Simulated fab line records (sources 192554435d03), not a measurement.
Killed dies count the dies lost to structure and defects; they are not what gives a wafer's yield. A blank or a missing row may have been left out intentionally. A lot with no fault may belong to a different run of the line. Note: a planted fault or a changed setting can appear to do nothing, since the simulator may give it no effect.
Split-lot trial || flow n5_finfet || 39 wafers read from 7 lots, route of 1938 steps

ABOUT THE SPLIT
At N5_MOL_CONTACT_COAG_VIA_ETCH_46 (etches SiO2 in C4F6/O2, target depth 46 nm, overetch 9.2 nm, time 40 s), the setting bias_w was moved away from the recipe's 455 W on 9 of the 39 wafers read, by -5.5% to +14.3%. All remaining wafers had this setting at the recipe value.

The reading is taken at the split's own step.

THE READING
rf_vpp_V, in V, at N5_MOL_CONTACT_COAG_VIA_ETCH_46 (etches SiO2 in C4F6/O2, target depth 46 nm, overetch 9.2 nm, time 40 s). Typical for fault-free wafers on this fab line: 1600 V, with standard deviation 21 V.

{"wafer": "L079.1", "tool, chamber at the split": "rie_diel-01, 2", "bias_w as run, W": 520, "against the recipe": "+14.3%", "rf_vpp_V, V": 1755, "against lot-mates on the recipe": "+149"}
{"wafer": "L079.2", "tool, chamber at the split": "rie_diel-01, 1", "bias_w as run, W": 520, "against the recipe": "+14.3%", "rf_vpp_V, V": 1748, "against lot-mates on the recipe": "+142"}
{"wafer": "L079.3", "tool, chamber at the split": "rie_diel-01, 3", "bias_w as run, W": 455, "against the recipe": "recipe", "rf_vpp_V, V": 1619, "against lot-mates on the recipe": "-"}
{"wafer": "L079.4", "tool, chamber at the split": "rie_diel-01, 0", "bias_w as run, W": 455, "against the recipe": "recipe", "rf_vpp_V, V": 1599, "against lot-mates on the recipe": "-"}
{"wafer": "L079.5", "tool, chamber at the split": "rie_diel-01, 1", "bias_w as run, W": 520, "against the recipe": "+14.3%", "rf_vpp_V, V": 1749, "against lot-mates on the recipe": "+143"}
{"wafer": "L079.6", "tool, chamber at the split": "rie_diel-01, 0", "bias_w as run, W": 455, "against the recipe": "recipe", "rf_vpp_V, V": 1599, "against lot-mates on the recipe": "-"}
{"wafer": "L087.1", "tool, chamber at the split": "rie_diel-05, 3", "bias_w as run, W": 455, "against the recipe": "recipe", "rf_vpp_V, V": 1556, "against lot-mates on the recipe": "-"}
{"wafer": "L087.2", "tool, chamber at the split": "rie_diel-05, 2", "bias_w as run, W": 455, "against the recipe": "recipe", "rf_vpp_V, V": 1589, "against lot-mates on the recipe": "-"}
{"wafer": "L087.3", "tool, chamber at the split": "rie_diel-05, 0", "bias_w as run, W": 455, "against the recipe": "recipe", "rf_vpp_V, V": 1613, "against lot-mates on the recipe": "-"}
{"wafer": "L087.4", "tool, chamber at the split": "rie_diel-05, 1", "bias_w as run, W": 455, "against the recipe": "recipe", "rf_vpp_V, V": 1583, "against lot-mates on the recipe": "-"}
{"wafer": "L087.5", "tool, chamber at the split": "rie_diel-05, 1", "bias_w as run, W": 455, "against the recipe": "recipe", "rf_vpp_V, V": 1583, "against lot-mates on the recipe": "-"}
{"wafer": "L087.6", "tool, chamber at the split": "rie_diel-05, 0", "bias_w as run, W": 455, "against the recipe": "recipe", "rf_vpp_V, V": 1615, "against lot-mates on the recipe": "-"}
{"wafer": "L088.1", "tool, chamber at the split": "rie_diel-05, 3", "bias_w as run, W": 455, "against the recipe": "recipe", "rf_vpp_V, V": 1555, "against lot-mates on the recipe": "-"}
{"wafer": "L088.2", "tool, chamber at the split": "rie_diel-05, 1", "bias_w as run, W": 429.8, "against the recipe": "-5.5%", "rf_vpp_V, V": 1517, "against lot-mates on the recipe": -58}
{"wafer": "L088.3", "tool, chamber at the split": "rie_diel-05, 0", "bias_w as run, W": 455, "against the recipe": "recipe", "rf_vpp_V, V": 1613, "against lot-mates on the recipe": "-"}
{"wafer": "L088.4", "tool, chamber at the split": "rie_diel-05, 2", "bias_w as run, W": 429.8, "against the recipe": "-5.5%", "rf_vpp_V, V": 1525, "against lot-mates on the recipe": -50}
{"wafer": "L088.5", "tool, chamber at the split": "rie_diel-05, 0", "bias_w as run, W": 429.8, "against the recipe": "-5.5%", "rf_vpp_V, V": 1545, "against lot-mates on the recipe": -30}
{"wafer": "L088.6", "tool, chamber at the split": "rie_diel-05, 3", "bias_w as run, W": 455, "against the recipe": "recipe", "rf_vpp_V, V": 1556, "against lot-mates on the recipe": "-"}
{"wafer": "L089.1", "tool, chamber at the split": "rie_diel-03, 1", "bias_w as run, W": 455, "against the recipe": "recipe", "rf_vpp_V, V": 1628, "against lot-mates on the recipe": "-"}
{"wafer": "L089.4", "tool, chamber at the split": "rie_diel-03, 2", "bias_w as run, W": 455, "against the recipe": "recipe", "rf_vpp_V, V": 1635, "against lot-mates on the recipe": "-"}
{"wafer": "L089.6", "tool, chamber at the split": "rie_diel-03, 3", "bias_w as run, W": 455, "against the recipe": "recipe", "rf_vpp_V, V": 1613, "against lot-mates on the recipe": "-"}
{"wafer": "L092.1", "tool, chamber at the split": "rie_diel-01, 3", "bias_w as run, W": 455, "against the recipe": "recipe", "rf_vpp_V, V": 1617, "against lot-mates on the recipe": "-"}
{"wafer": "L092.2", "tool, chamber at the split": "rie_diel-01, 1", "bias_w as run, W": 455, "against the recipe": "recipe", "rf_vpp_V, V": 1584, "against lot-mates on the recipe": "-"}
{"wafer": "L092.3", "tool, chamber at the split": "rie_diel-01, 2", "bias_w as run, W": 455, "against the recipe": "recipe", "rf_vpp_V, V": 1589, "against lot-mates on the recipe": "-"}
{"wafer": "L092.4", "tool, chamber at the split": "rie_diel-01, 0", "bias_w as run, W": 455, "against the recipe": "recipe", "rf_vpp_V, V": 1599, "against lot-mates on the recipe": "-"}
{"wafer": "L092.5", "tool, chamber at the split": "rie_diel-01, 3", "bias_w as run, W": 455, "against the recipe": "recipe", "rf_vpp_V, V": 1618, "against lot-mates on the recipe": "-"}
{"wafer": "L092.6", "tool, chamber at the split": "rie_diel-01, 2", "bias_w as run, W": 455, "against the recipe": "recipe", "rf_vpp_V, V": 1587, "against lot-mates on the recipe": "-"}
{"wafer": "L094.1", "tool, chamber at the split": "rie_diel-05, 0", "bias_w as run, W": 455, "against the recipe": "recipe", "rf_vpp_V, V": 1614, "against lot-mates on the recipe": "-"}
{"wafer": "L094.2", "tool, chamber at the split": "rie_diel-05, 3", "bias_w as run, W": 455, "against the recipe": "recipe", "rf_vpp_V, V": 1555, "against lot-mates on the recipe": "-"}
{"wafer": "L094.3", "tool, chamber at the split": "rie_diel-05, 2", "bias_w as run, W": 455, "against the recipe": "recipe", "rf_vpp_V, V": 1590, "against lot-mates on the recipe": "-"}
{"wafer": "L094.4", "tool, chamber at the split": "rie_diel-05, 1", "bias_w as run, W": 455, "against the recipe": "recipe", "rf_vpp_V, V": 1582, "against lot-mates on the recipe": "-"}
{"wafer": "L094.5", "tool, chamber at the split": "rie_diel-05, 0", "bias_w as run, W": 455, "against the recipe": "recipe", "rf_vpp_V, V": 1613, "against lot-mates on the recipe": "-"}
{"wafer": "L094.6", "tool, chamber at the split": "rie_diel-05, 1", "bias_w as run, W": 455, "against the recipe": "recipe", "rf_vpp_V, V": 1581, "against lot-mates on the recipe": "-"}
{"wafer": "L096.1", "tool, chamber at the split": "rie_diel-03, 2", "bias_w as run, W": 497.1, "against the recipe": "+9.3%", "rf_vpp_V, V": 1744, "against lot-mates on the recipe": "+120"}
{"wafer": "L096.2", "tool, chamber at the split": "rie_diel-03, 1", "bias_w as run, W": 455, "against the recipe": "recipe", "rf_vpp_V, V": 1627, "against lot-mates on the recipe": "-"}
{"wafer": "L096.3", "tool, chamber at the split": "rie_diel-03, 3", "bias_w as run, W": 455, "against the recipe": "recipe", "rf_vpp_V, V": 1612, "against lot-mates on the recipe": "-"}
{"wafer": "L096.4", "tool, chamber at the split": "rie_diel-03, 0", "bias_w as run, W": 497.1, "against the recipe": "+9.3%", "rf_vpp_V, V": 1703, "against lot-mates on the recipe": "+79"}
{"wafer": "L096.5", "tool, chamber at the split": "rie_diel-03, 2", "bias_w as run, W": 455, "against the recipe": "recipe", "rf_vpp_V, V": 1634, "against lot-mates on the recipe": "-"}
{"wafer": "L096.6", "tool, chamber at the split": "rie_diel-03, 3", "bias_w as run, W": 497.1, "against the recipe": "+9.3%", "rf_vpp_V, V": 1719, "against lot-mates on the recipe": "+95"}

FIT RESULTS
A straight line over all 39 wafers: rf_vpp_V changes by +11.6 V for each +1% of bias_w; r = +0.93; the points scatter about the line by 22 V.
The same after taking each lot's own level away (the mean of its wafers on the recipe; 39 wafers): +10 V for each +1%; r = +0.95; scatter 17 V.
Per that fit: largest bias_w move, reading shift of 1.4e+02 V.
From 1574.7 to 1625.3 V: that is the span of the lots' own levels, equal to 2.4 times the standard deviation above.
So the slope is not independent of the lot-to-lot level: the two fits are not the same.
Check: for one of the wafers moved furthest among these (+14.3%), held out of the fit, the line's prediction against its lot-mates is +143 V. It came out at +149 V against them.
Tool readings at the split's step, against how far the setting was moved: rf_vpp_V r = +0.93.

THE OTHER SPLITS THESE WAFERS WENT THROUGH
Note: prior to the reading, these wafers also went through further splits. Each is held against what the fit with the lots' levels taken away leaves over:
{"other split on the same wafers": "N5_HKMG_FIN_ETCH_54 source_w", "wafers away from the commonest value": 15, "r with rf_vpp_V (lot level and that fit taken away)": -0.05}
{"other split on the same wafers": "N5_HKMG_FIN_ETCH_35 time_s", "wafers away from the commonest value": 15, "r with rf_vpp_V (lot level and that fit taken away)": "+0.12"}
{"other split on the same wafers": "N5_GATE_CUT_CUT_ETCH_53 icp_w", "wafers away from the commonest value": 6, "r with rf_vpp_V (lot level and that fit taken away)": "+0.17"}

FILE'S OWN FIT
rf_vpp_V changes by +10.1 V for each +1% of bias_w, r = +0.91.
